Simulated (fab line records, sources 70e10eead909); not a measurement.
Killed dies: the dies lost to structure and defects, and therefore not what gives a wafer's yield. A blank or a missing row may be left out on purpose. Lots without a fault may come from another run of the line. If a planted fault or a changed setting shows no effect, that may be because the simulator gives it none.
Which of the tools did it? || flow nand_harc || 6 lots with 18 wafers sampled at 5 steps, on a route of 1159 steps

## WHAT EACH GAUGE READ, for each wafer
NHARC_END_SORT_01.
{"lot": "L337", "measured": "day 21 10:28", "on": "prober-02", "killed_at_array": "11 16 12"}
{"lot": "L346", "measured": "day 23 16:52", "on": "prober-02", "killed_at_array": "102 120 27"}
{"lot": "L347", "measured": "day 24 22:05", "on": "prober-01", "killed_at_array": "18 28 24"}

## TOOL THAT RAN EACH LOT (tool first, then ch and the chambers of the sampled wafers, then the start)
{"lot": "L329", "NHARC_A_CONTACT_ETCH_112": "har_cap_etch-03 ch 0,1, day 16 13:53", "NHARC_THIN_TSV_STRIP_45": "plasma_asher-02 ch 0, day 18 18:46", "NHARC_THIN_TSV_DEP_47": "pecvd-03 ch 0,1,2, day 18 19:31", "NHARC_THIN_TSV_ETCH_36": "rie_metal-02 ch 0,1, day 19 00:03"}
{"lot": "L333", "NHARC_A_CONTACT_ETCH_112": "har_cap_etch-02 ch 0,1, day 17 01:22", "NHARC_THIN_TSV_STRIP_45": "plasma_asher-02 ch 0, day 19 06:26", "NHARC_THIN_TSV_DEP_47": "pecvd-03 ch 1,2, day 19 07:16", "NHARC_THIN_TSV_ETCH_36": "rie_metal-02 ch 0,1, day 19 11:55"}
{"lot": "L332", "NHARC_A_CONTACT_ETCH_112": "har_cap_etch-01 ch 0,1, day 17 06:50", "NHARC_THIN_TSV_STRIP_45": "plasma_asher-01 ch 0,1, day 19 12:37", "NHARC_THIN_TSV_DEP_47": "pecvd-01 ch 0,1,2, day 19 13:27", "NHARC_THIN_TSV_ETCH_36": "rie_metal-02 ch 0,1, day 19 18:00"}
{"lot": "L337", "NHARC_A_CONTACT_ETCH_112": "har_cap_etch-02 ch 0,1, day 18 14:08", "NHARC_THIN_TSV_STRIP_45": "plasma_asher-01 ch 0,1, day 20 13:38", "NHARC_THIN_TSV_DEP_47": "pecvd-02 ch 0,2, day 20 14:27", "NHARC_THIN_TSV_ETCH_36": "rie_metal-02 ch 0,1, day 20 19:13"}
{"lot": "L346", "NHARC_A_CONTACT_ETCH_112": "har_cap_etch-02 ch 0,1, day 20 17:50", "NHARC_THIN_TSV_STRIP_45": "plasma_asher-02 ch 0,1, day 23 01:29", "NHARC_THIN_TSV_DEP_47": "pecvd-01 ch 0,1,2, day 23 02:18", "NHARC_THIN_TSV_ETCH_36": "rie_metal-02 ch 0,1, day 23 07:02"}
{"lot": "L347", "NHARC_A_CONTACT_ETCH_112": "har_cap_etch-01 ch 0,1, day 22 04:08", "NHARC_THIN_TSV_STRIP_45": "plasma_asher-01 ch 0,1, day 24 07:59", "NHARC_THIN_TSV_DEP_47": "pecvd-03 ch 0,1, day 24 08:47", "NHARC_THIN_TSV_ETCH_36": "rie_metal-03 ch 0,1, day 24 13:47"}
- NHARC_A_CONTACT_ETCH_112: etches the open film in C4F8/O2/Ar, time 94 s, target depth 922 nm.
- NHARC_THIN_TSV_STRIP_45: strips in O2.
- NHARC_THIN_TSV_DEP_47: deposits SiO2, target thk 200 nm.
- NHARC_THIN_TSV_ETCH_36: etches the open film in Cl2/BCl3, target depth 65 nm, time 18.571 s.

## THE ANSWER, worked out from the rows above alone
Rule: what is usual is taken from the lots themselves. The widest of any qualifying gaps counts: lots, ordered by their means at a reading, are off when they make up no more than a third of the lots, leave a main group of 4 or more, and stand apart from it by 3 or more times the standard deviation of that group's means. Not used: any main group whose means are identical at the precision the tables above print for the reading. A lot without any number at a reading at which 4 lots or more have one is off too. All remaining lots with rows at the step are treated as sound.
Across all readings shown, no lot is off: no conclusion can be drawn from this.

## WHAT HAD BEEN PUT IN BY THE SIMULATOR
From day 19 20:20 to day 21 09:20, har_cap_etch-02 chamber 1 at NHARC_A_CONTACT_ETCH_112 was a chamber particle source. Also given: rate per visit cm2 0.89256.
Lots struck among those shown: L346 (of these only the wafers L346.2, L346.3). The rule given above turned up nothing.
